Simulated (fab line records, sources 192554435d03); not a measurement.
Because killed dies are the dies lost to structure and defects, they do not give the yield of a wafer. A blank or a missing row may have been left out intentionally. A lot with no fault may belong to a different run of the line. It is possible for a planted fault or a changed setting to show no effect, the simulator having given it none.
fab line records	flow n5-finfet
record lots=4	wafers=11	last-day=17
route steps=1938 shown BEOL_M6@1230 BEOL_M7@1263 BEOL_M15@1830 PASSIVATION@1936
lots untouched by any fault: they come from a run of this same line in which no faults occurred
start-h: hours from the record's opening day to when the first of the lot's shown wafers began	wait-h: hours elapsed since this lot's preceding step	" same as the row above	L1.1+2: a single row standing in for several wafers	- value missing, or start not given	* or withheld: withheld	< > ~ a bound
route shown NAME@n: NAME is a module with steps in the file, n the number in the route of the first one	usual: mean and standard deviation over wafers with no fault	same: alike in all rows	chamber/n: place in a boat	sites: each site's reading	_std_site: standard deviation of those values	_edge_site: outer sites' mean less inner sites'	radius-mm: for every site, how far away it sits from the centre of the wafer	mask NAME#n: copy n	behind: the last tool/chamber to shape the wafer	hold: why the lot was held/for how many hours/how that ended	device: names the non-switching transistor (n, p or np)	end of line: tests of these same wafers at the route's end	where a step has no rows: the recipe by itself	killed: dies that structure and defects cost at the first sort, which is not the same as the wafer's yield	map: per-die view of a wafer (x killed, . not killed, _ where there is no die)
set.NAME: setting as actually run; set.NAME@STEP: the setting as run at that earlier step	model.NAME: the simulator's own value behind a step, which no gauge read
a table for each step, a row for each wafer; lots at some steps of the route
services: when a tool's chamber went out of use (start-h, in hours from the record's first day, below 0 if earlier), for how many hours, and the reason
## steps
# step N5_BEOL_M6_DESCUM_33
# recipe chemistry=O2	time-s=7	source-power-w=50	bias-power-w=20	pressure-mtorr=20	rf-frequency-hz=2.712e+07	temp-c=40	resist=CAR-EUV	o2-flow-sccm=225
# step N5_BEOL_M6_ETCH_72
# recipe chemistry=N2/H2	target=underlayer	target-depth-a=65	mask-material=CAR-EUV	time-s=5.2	ion-energy-ev=200	pressure-mtorr=30	source-w=840	bias-w=150	n2-flow-sccm=200	h2-flow-sccm=200	ends=cleared
# step N5_BEOL_M6_ETCH_65
# recipe chemistry=CF4	target=SiARC	target-depth-a=156	mask-material=CAR-EUV	time-s=26	ion-energy-ev=80	pressure-mtorr=40	source-w=545	bias-w=36	Ar_flow_sccm=100	cf4-flow-sccm=100	ends=cleared
# step N5_BEOL_M6_ETCH_66
# recipe chemistry=N2/H2	target=SOC	target-depth-a=800	overetch-a=160	mask-material=SiARC	temp-c=40	time-s=120	ion-energy-ev=200	pressure-mtorr=30	source-w=840	bias-w=150	n2-flow-sccm=200	h2-flow-sccm=200
# step N5_BEOL_M6_STRIP_69
# recipe chemistry=N2/H2	temp-c=40	n2-flow-sccm=200	h2-flow-sccm=200	rf-frequency-hz=6e+07
# step N5_BEOL_M6_STRIP_73
# recipe chemistry=N2/H2	temp-c=40	n2-flow-sccm=200	h2-flow-sccm=200	rf-frequency-hz=6e+07
# step N5_BEOL_M6_VIA_ETCH_34
# recipe chemistry=C4F6/O2	target=SiCOH_lowk	target-depth-a=1263	mask-material=SOC	taper-deg=4	time-s=50.9	ion-energy-ev=250	pressure-mtorr=30	source-w=345	bias-w=185	Ar_flow_sccm=300	C4F6_flow_sccm=10	O2_flow_sccm=10
# step N5_BEOL_M6_STRIP_76
# recipe chemistry=C4F6/O2	resist=SiARC	rf-frequency-hz=6e+07
# step N5_BEOL_M6_STRIP_36
# recipe chemistry=N2/H2	power-w=450	temp-c=40	pressure-mtorr=20	rf-frequency-hz=6e+07	overash-fraction=0.3	bias-power-w=7	h2-frac=0.5	n2-flow-sccm=200	h2-flow-sccm=200
# step N5_BEOL_M6_TRENCH_ETCH_37
# recipe chemistry=C4F6/O2	target-depth-a=944.35	target=SiCOH_lowk	time-s=31.5	ion-energy-ev=250	pressure-mtorr=30	source-w=345	bias-w=185	Ar_flow_sccm=300	C4F6_flow_sccm=10	O2_flow_sccm=10
# usual O2_flow_sccm=10.00/0.031	drypump-motor-current-A=5.5/0.55	oes-product-au=0.82/0.092	rf-vpp-V=676/17	run-length-s=55.0/0.5	showerhead-plenum-p-Torr=2.89/0.11	throttle-valve-pct=20.89/0.26
lot.wafer	tool	chamber	start-h	wait-h	O2_flow_sccm	drypump-motor-current-A	oes-product-au	rf-hours-counter-h	rf-vpp-V	run-length-s	showerhead-plenum-p-Torr	throttle-valve-pct	model.BEOL_M6.feature-depth-nm	model.etch.depth-nm	model.TiN_of_BEOL_M6_HM_DEP_02.thk-nm
L956.2	rie-diel-05	2	217.27	-	10.04	5.3	0.83	62	661	54.9	2.84	20.36	94.6	94.56	17.4
L956.4	"	0	"	"	9.96	4.8	1.02	1	679	54.7	3.05	20.98	98	98.09	16.8
L956.5	"	1	"	"	9.98	5.3	0.94	-	677	55.0	3.00	20.89	96.8	96.72	16.8
L969.1	rie-diel-05	0	279.21	-	10.00	4.8	0.94	28	681	49.0	3.04	21.01	83	83.07	17.6
L969.5	"	0	"	"	10.03	4.8	0.95	-	682	49.2	3.04	21.01	83.6	83.5	17.6
L969.6	"	1	"	"	10.03	5.3	0.88	-	678	55.1	2.99	20.94	97.2	97.25	17.2
L970.1	rie-diel-05	1	300.99	-	10.04	5.3	0.87	48	677	50.0	2.99	20.96	81.2	81.26	18
L970.4	"	2	"	"	9.94	5.3	0.81	-	659	54.9	2.82	20.40	95.2	95.16	17.8
L974.2	rie-diel-04	3	318.19	-	10.01	6.2	0.73	176	682	54.9	2.75	21.43	94	94.05	17.4
L974.5	"	2	"	"	10.03	5.7	0.86	-	689	55.5	2.73	20.69	94.8	94.9	17.6
L974.6	"	3	"	"	10.04	6.2	0.72	-	683	54.9	2.75	21.45	93.4	93.35	17.6
# step N5_BEOL_M6_ETCH_41
# recipe chemistry=CH3F/O2	target=SiCN	target-depth-a=297	taper-deg=2	time-s=52	ion-energy-ev=120	mask-material=TiN	pressure-mtorr=30	source-w=395	bias-w=75	Ar_flow_sccm=150	CH3F_flow_sccm=30	O2_flow_sccm=20
# step N5_BEOL_M6_STRIP_80
# recipe chemistry=N2/H2	time-s=10	power-w=450	temp-c=40	pressure-mtorr=20	rf-frequency-hz=6e+07	bias-power-w=7	n2-flow-sccm=200	h2-flow-sccm=200
# step N5_BEOL_M6_OCD_MEAS_38
# usual trench-depth-nm=95.4/1.9
lot.wafer	tool	chamber	start-h	wait-h	trench-depth-nm
L956.2	ocd-01	-	217.42	-	94.9
L956.4	"	-	"	"	97.9
L956.5	"	-	"	"	96.7
L969.1	ocd-01	-	279.37	-	83.0
L969.5	"	-	"	"	83.4
L969.6	"	-	"	"	97.5
L970.1	ocd-02	-	301.14	-	81.3
L970.4	"	-	"	"	95.0
L974.2	ocd-02	-	318.35	-	94.3
L974.5	"	-	"	"	94.5
L974.6	"	-	"	"	93.6
# step N5_BEOL_M6_HM_STRIP_39
# recipe chemistry=peroxide-tin-strip	material=TiN	target-depth-a=250	temp-c=50	time-s=158
# step N5_BEOL_M6_SRD_40
# recipe time-s=30	temp-c=23	rinse-liquid=diw	dry=ipa-marangoni
# step N5_BEOL_M6_PRECLEAN_42
# recipe chemistry=residue-remover	time-s=60	temp-c=40
# step N5_BEOL_M6_SRD_43
# recipe time-s=30	temp-c=23	rinse-liquid=diw	dry=ipa-marangoni
# step N5_BEOL_M6_CURE_75
# recipe temp-c=370	time-s=120	ambient=DMADMS/He	material=SiCOH_lowk
# step N5_BEOL_M6_DEGAS_44
# recipe ambient=vacuum	temp-c=250	time-s=60
# step N5_BEOL_M6_PRE_CLEAN_45
# recipe gas=H2/He	time-s=30	temp-c=250
# step N5_BEOL_M6_ALD_77
# recipe material=TaN	target-thk-a=20	temp-c=275	ald-precursor-family=PDMAT	ald-co-reactant=NH3	pressure-torr=3	carrier-flow-sccm=1500	pulse-time-s=2	purge-time-s=3	co-reactant-purge-time-s=2	co-reactant-pulse-time-s=3	ald-cycles=40	precursor-vessel-temp-c=75	precursor-vessel-pressure-torr=26.25	precursor-vessel-carrier-sccm=1000
# step N5_BEOL_M6_SURFACE_TREAT_79
# recipe gas=Ar	time-s=*	ion-energy-ev=*	ion-current-ma-cm2=0.5	pressure-mtorr=*	ar-flow-sccm=30
# step N5_BEOL_M6_CVD_78
# recipe material=Co	target-thk-a=20	temp-c=withheld	precursor=CCTBA/H2	pressure-torr=30	time-s=142.3
# step N5_BEOL_M6_SPUTTER_48
# recipe material=Cu	target-thk-a=100	temp-c=-20	bias-v=60	power-w=26000	chamber-pressure-pa=0.13	time-s=1.667
# step N5_BEOL_M6_ECD_50
# recipe material=Cu	target-thk-a=3000
# step N5_BEOL_M6_ANNEAL_51
# recipe temp-c=225	time-s=90	ambient=N2
# step N5_BEOL_M6_CMP_52
# recipe stop-on=SiCOH_lowk	t-overpolish-s=6.9	down-force-psi=1	platen-rpm=50	clearing-platen-down-force-psi=1.5	clearing-platen-rpm=50	post-cmp-clean=cu-alkaline	target-thk-nm=80	clearing-platen-pad-velocity-m-s=0.99484	pad-velocity-m-s=0.99484
# usual barrier-field-endpoint-s=29.0/1	edge-zone-pressure-frac=1.000/0.005	motor-current-A=5.9/0.58	overpolish-run-s=6.901/0.0091	slurry-flow-ml-min=150.1/0.46	time-to-endpoint-s=62/4.4
lot.wafer	tool	chamber	start-h	wait-h	barrier-field-endpoint-s	edge-zone-pressure-frac	motor-current-A	overpolish-run-s	slurry-flow-ml-min	time-to-endpoint-s	model.Cu_of_BEOL_M6_ECD_50.thk-nm
L956.2	cmp-01	1	219.62	0.3	31.5	0.993	6.5	6.898	150.0	76	82
L956.4	"	3	"	"	29.9	0.996	5.9	6.906	149.3	63	84.4
L956.5	"	1	"	"	30.9	1.003	6.7	6.897	150.5	74	85
L969.1	cmp-03	3	282.80	0.3	28.8	0.998	5.7	6.914	150.6	63	69
L969.5	"	3	"	"	29.4	0.998	5.7	6.901	150.3	67	68.6
L969.6	"	0	"	"	29.0	0.991	6.1	6.907	150.3	59	83.4
L970.1	cmp-03	2	304.08	0.3	28.2	1.001	5.4	6.893	149.8	62	65.4
L970.4	"	3	"	"	28.9	1.000	5.6	6.899	149.8	62	81
L974.2	cmp-01	0	320.33	0.3	28.4	0.993	5.5	6.907	150.2	62	79.8
L974.6	"	1	"	"	31.5	1.003	6.5	6.901	150.4	71	80.4
L974.5	"	2	"	"	27.8	1.001	5.0	6.903	150.0	55	77.8
# step N5_BEOL_M6_THK_MEAS_53
# recipe thk-meas-gauge=xrf	reads=Cu_of_BEOL_M6_ECD_50
# usual M6_THK=81.3/2.5
lot.wafer	tool	chamber	start-h	wait-h	M6_THK[nm]
L956.2	film-metro-01	-	219.88	-	82.9
L956.4	"	-	"	"	85.5
L956.5	"	-	"	"	85.9
L969.1	film-metro-01	-	283.10	-	69.1
L969.5	"	-	"	"	68.7
L969.6	"	-	"	"	83.5
L970.1	film-metro-02	-	304.38	-	65.6
L970.4	"	-	"	"	81.4
L974.2	film-metro-02	-	320.51	-	80.8
L974.5	"	-	"	"	78.6
L974.6	"	-	"	"	81.3
# step N5_BEOL_M6_PRE_CLEAN_55
# recipe gas=NH3	time-s=15	temp-c=withheld	rf-power-w=300
# step N5_BEOL_M6_DEP_56
# recipe material=SiCN	target-thk-a=100	temp-c=withheld	precursor=3MS/NH3	pressure-torr=3	rf-w=202	time-s=17.5
# step N5_BEOL_M6_RS_MEAS_57
# recipe thk-meas-gauge=four-point-probe	reads=Cu_of_BEOL_M6_ECD_50+Co_of_BEOL_M6_CVD_78+TaN_of_BEOL_M6_ALD_77
# usual M6_RS=0.282/0.0097
lot.wafer	tool	chamber	start-h	wait-h	M6_RS[ohm/sq]
L956.2	film-metro-02	-	220.01	0.1	0.277
L956.4	"	-	"	"	0.268
L956.5	"	-	"	"	0.266
L969.1	film-metro-02	-	283.23	0.1	0.341
L969.5	"	-	"	"	0.343
L969.6	"	-	"	"	0.272
L970.1	film-metro-01	-	304.51	0.1	0.362
L970.4	"	-	"	"	0.282
L974.2	film-metro-02	-	320.64	0.1	0.286
L974.5	"	-	"	"	0.295
L974.6	"	-	"	"	0.284
# step N5_BEOL_M7_ILD_DEP_00
# recipe material=SiCOH_lowk	target-thk-a=1797.5	temp-c=300	precursor=DEMS/porogen	pressure-torr=5	rf-w=500	time-s=33.4
# step N5_BEOL_M7_CURE_74
# recipe temp-c=385	time-s=240	ambient=He/Ar	material=SiCOH_lowk
# step N5_BEOL_M7_PECVD_70
# recipe material=SiO2	target-thk-a=200	temp-c=400	precursor=TEOS/O2	pressure-torr=5.5	rf-w=450	teos-flow-sccm=53.8	gas=O2	flow-sccm=3000	time-s=22.7
# step N5_BEOL_M7_HM_DEP_02
# recipe material=TiN	target-thk-a=200	temp-c=25	chamber-pressure-pa=0.49996
# step N5_BEOL_M7_COAT_59
# recipe resist=SOC	temp-c=250	time-s=60	spin-rpm=1500	resist-thk-nm=100
# step N5_BEOL_M15_RC_MEAS_101
# usual COMB_M10=1.44e-11/2.9e-12	COMB_M10_max_site=2.1e-11/5.2e-12	COMB_M11=1.4e-11/3.1e-12	COMB_M12=6.4e-12/1.5e-12	COMB_M12_max_site=9.2e-12/2.5e-12	COMB_M13=4.8e-12/1.1e-12	COMB_M14=3.6e-12/7.9e-13	COMB_M15=2.5e-12/5e-13	COMB_M5=3.5e-11/7.8e-12	COMB_M7=2.5e-11/5.6e-12	COMB_M8=2.6e-11/5e-12	COMB_M9=1.38e-11/2.9e-12	SERP_M10=3.07/0.11	SERP_M11=3.12/0.14	SERP_M12=0.643/0.023	SERP_M13=0.309/0.0081	SERP_M14=0.160/0.0055	SERP_M5=39.5/2.4	SERP_M6=13.9/0.67	SERP_M6_max_site=14.5/0.75	SERP_M7=14.1/0.79	SERP_M8=13.3/0.63	SERP_M8_max_site=13.8/0.68	SERP_M9=3.15/0.12
lot.wafer	tool	chamber	start-h	wait-h	COMB_M10[S/m]	COMB_M10_max_site[S/m]	COMB_M11[S/m]	COMB_M12[S/m]	COMB_M12_max_site[S/m]	COMB_M13[S/m]	COMB_M14[S/m]	COMB_M15[S/m]	COMB_M5[S/m]	COMB_M7[S/m]	COMB_M8[S/m]	COMB_M9[S/m]	SERP_M10[ohm/um]	SERP_M11[ohm/um]	SERP_M12[ohm/um]	SERP_M13[ohm/um]	SERP_M14[ohm/um]	SERP_M5[ohm/um]	SERP_M6[ohm/um]	SERP_M6_max_site[ohm/um]	SERP_M7[ohm/um]	SERP_M8[ohm/um]	SERP_M8_max_site[ohm/um]	SERP_M9[ohm/um]
L956.2	prober-02	0	289.62	0.3	1.04e-11	1.2e-11	1.4e-11	8.7e-12	1.1e-11	5e-12	3.3e-12	3.2e-12	2.8e-11	2.4e-11	2.4e-11	1.77e-11	3.00	2.89	0.625	0.311	0.160	43.3	14.1	15.1	14.7	14.1	14.9	3.15
L956.4	"	0	"	"	1e-11	1.6e-11	1.3e-11	6.6e-12	1.27e-11	5.3e-12	4.6e-12	3.3e-12	3.8e-11	2e-11	2.7e-11	1.46e-11	3.13	3.16	0.680	0.309	0.154	42.5	13.3	14.4	13.7	13.8	14.5	3.13
L956.5	"	0	"	"	1.29e-11	1.7e-11	1.2e-11	6.6e-12	1.01e-11	4.3e-12	3.1e-12	3.4e-12	3.4e-11	3.3e-11	2.4e-11	1.8e-11	2.98	2.92	0.655	0.316	0.163	39.8	13.6	14.2	14.3	13.1	13.5	3.32
L969.1	prober-02	0	348.89	0.3	1.56e-11	2e-11	1.3e-11	6.6e-12	8.3e-12	5.1e-12	4.1e-12	1.8e-12	3.1e-11	2.3e-11	3.4e-11	1.32e-11	3.02	3.33	0.626	0.318	0.146	35.5	15.8	16.4	15.3	13.0	13.5	2.99
L969.5	"	0	"	"	1.81e-11	3.1e-11	1.4e-11	6.8e-12	8.7e-12	5.7e-12	3.9e-12	2.3e-12	3e-11	3.1e-11	3.1e-11	1.32e-11	3.03	3.26	0.686	0.292	0.148	38.8	16.2	16.6	14.9	14.8	15.2	3.16
L969.6	"	0	"	"	1.89e-11	2.7e-11	1.3e-11	7.2e-12	1.02e-11	4.7e-12	3.7e-12	3.1e-12	2.9e-11	2.7e-11	2.2e-11	1.8e-11	3.18	3.17	0.687	0.302	0.161	35.5	13.7	14.3	14.4	13.5	13.9	3.08
L970.1	prober-01	0	379.27	0.0	1.32e-11	2.1e-11	1.2e-11	5.8e-12	6.2e-12	3.7e-12	2.2e-12	2e-12	4.8e-11	1.9e-11	3.1e-11	1.55e-11	3.05	3.18	0.634	0.307	0.149	34.4	17.3	18.0	15.2	13.7	14.1	3.11
L970.4	"	0	"	"	1.18e-11	1.6e-11	1.5e-11	7.1e-12	9.4e-12	4.1e-12	3.2e-12	2.2e-12	3.4e-11	2e-11	2.4e-11	1.56e-11	2.98	3.28	0.658	0.299	0.158	40.6	13.7	14.4	14.2	13.2	13.5	3.32
L974.2	prober-01	0	387.66	0.2	1.66e-11	2.2e-11	2e-11	5.7e-12	7.1e-12	3.3e-12	4.8e-12	2.1e-12	2.9e-11	2.5e-11	2.9e-11	1.91e-11	2.98	2.96	0.675	0.313	0.168	39.7	14.9	15.3	13.4	14.1	14.9	3.09
L974.5	"	0	"	"	1.47e-11	2.1e-11	1.5e-11	4.6e-12	8.7e-12	3.9e-12	4e-12	3.1e-12	2.3e-11	2.5e-11	2.3e-11	1.29e-11	3.12	3.02	0.669	0.314	0.165	40.2	14.9	16.2	13.4	13.5	14.3	3.10
L974.6	"	0	"	"	1.52e-11	2.6e-11	1.2e-11	5e-12	5.8e-12	3.6e-12	4.5e-12	2.1e-12	2.3e-11	2.6e-11	2.1e-11	2.45e-11	3.08	3.02	0.641	0.314	0.166	33.6	13.5	14.4	13.2	13.1	13.4	3.00
# sites SERP_M6 radius-mm=0,75,75,75,75,140,140,140,140
L956.2 13.6 14.0 13.9 14.1 13.9 15.1 14.3 14.8 14.3
L969.1 15.0 15.8 15.9 15.4 15.2 15.9 15.5 16.4 16.1
L970.1 18.0 17.9 17.3 17.9 17.3 17.3 17.0 17.3 17.2
L974.2 15.0 15.3 14.9 15.2 14.9 14.8 14.1 14.1 14.5
# step N5_PASSIVATION_PROBE_49
# usual defect-limited-yield=91.4/1.5	killed_at_M0_to_M3=36/11	killed_at_M4_up=14/6	killed-at-contacts=11/6	killed-at-front-end=37/11	killed-at-other=4/3.4	killed-dies=102/18	killed-open=66/13	killed-short=34/7.8	sort_bin_5_function=5.0/0.97	sort_bin_6_memory=3.2/0.7	sort-n-pass=1078/19	sort-yield-pct=91.3/1.6
# same gross-dies=1180	killed-at-back-side=0	sort_bin_4_leakage[%]=0	sort_bin_8_speed[%]=0
lot.wafer	tool	chamber	start-h	wait-h	defect-limited-yield[%]	killed_at_M0_to_M3	killed_at_M4_up	killed-at-contacts	killed-at-front-end	killed-at-other	killed-dies	killed-open	killed-short	sort_bin_5_function[%]	sort_bin_6_memory[%]	sort-n-pass	sort-yield-pct[%]
L956.5	prober-01	-	307.81	0.2	90.1	26	29	13	46	3	117	68	49	6.1	3.6	1063	90.1
# killed by level:class
L956.5 FIN_SAQP:geometric-particle:open=13 MOL_CONTACT_COAG:geometric-particle:open=11 BEOL_M4:geometric-particle:short=11 FIN_SAQP:geometric-particle:short=7 BEOL_M0_SAQP:geometric-particle:open=7 BEOL_M4:geometric-particle:open=6 DUMMY_GATE:geometric-particle:open=5 DUMMY_GATE:geometric-particle:short=4
## services
tool	chamber	start-h	hours	kind
cmp-01	-	196.55	4.0	pm
rie-diel-05	0	200.40	-	clean
rie-diel-05	0	200.40	-	consumable-replace:focus-ring
rie-diel-05	0	200.40	-	consumable-replace:showerhead
rie-diel-05	0	200.40	14.8	scheduled-down
rie-diel-05	0	200.40	14.8	vent-cycle
cmp-01	-	200.55	-	consumable-replace:conditioner
cmp-01	-	200.55	-	consumable-replace:pad
cmp-03	-	203.50	4.0	pm
cmp-03	-	207.50	-	consumable-replace:conditioner
cmp-03	-	207.50	-	consumable-replace:pad
cmp-01	-	213.32	1.2	repair
rie-diel-04	1	214.39	-	clean
rie-diel-04	1	214.39	-	consumable-replace:focus-ring
rie-diel-04	1	214.39	16.8	scheduled-down
rie-diel-04	1	214.39	16.8	vent-cycle
cmp-03	-	218.71	1.1	repair
cmp-03	-	221.52	5.1	pm
rie-diel-04	1	235.62	8.8	repair
rie-diel-05	3	239.05	115.1	repair
cmp-03	-	267.36	0.8	repair
cmp-01	-	303.99	0.9	repair
cmp-01	-	305.30	2.1	repair
## key
first-sign step=N5_BEOL_M6_TRENCH_ETCH_37	reading=run-length-s	direction=down	sigmas=11	usual=*	struck=*
effect step=N5_BEOL_M6_OCD_MEAS_38	reading=trench-depth-nm	direction=down	sigmas=6.8	usual=95.4	struck=82.6
effect step=N5_BEOL_M6_THK_MEAS_53	reading=M6_THK	direction=down	sigmas=5.5	usual=81.3	struck=67.8
effect step=N5_BEOL_M6_RS_MEAS_57	reading=M6_RS	direction=up	sigmas=6.9	usual=0.282	struck=0.349
effect step=N5_BEOL_M15_RC_MEAS_101	reading=SERP_M6	direction=up	sigmas=3.7	usual=13.9	struck=16.4
model-effect step=N5_BEOL_M6_TRENCH_ETCH_37	value=BEOL_M6.feature-depth-nm	without=98.87	struck=82.6
model-effect step=N5_BEOL_M6_CMP_52	value=Cu_of_BEOL_M6_ECD_50.thk-nm	without=83.93	struck=67.67
met-at N5_BEOL_M6_TRENCH_ETCH_37
struck-wafers L969.1,L969.5,L970.1
onset-between 217.27 279.21
fault kind=process-parameter-drift	tool=rie-diel-05	chamber=-	onset-h=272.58	steps=N5_BEOL_M6_TRENCH_ETCH_37	channel=time-s	offset=*	shape=step	end-h=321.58	scope=struck-wafers-only	acts-in=*	stated=*
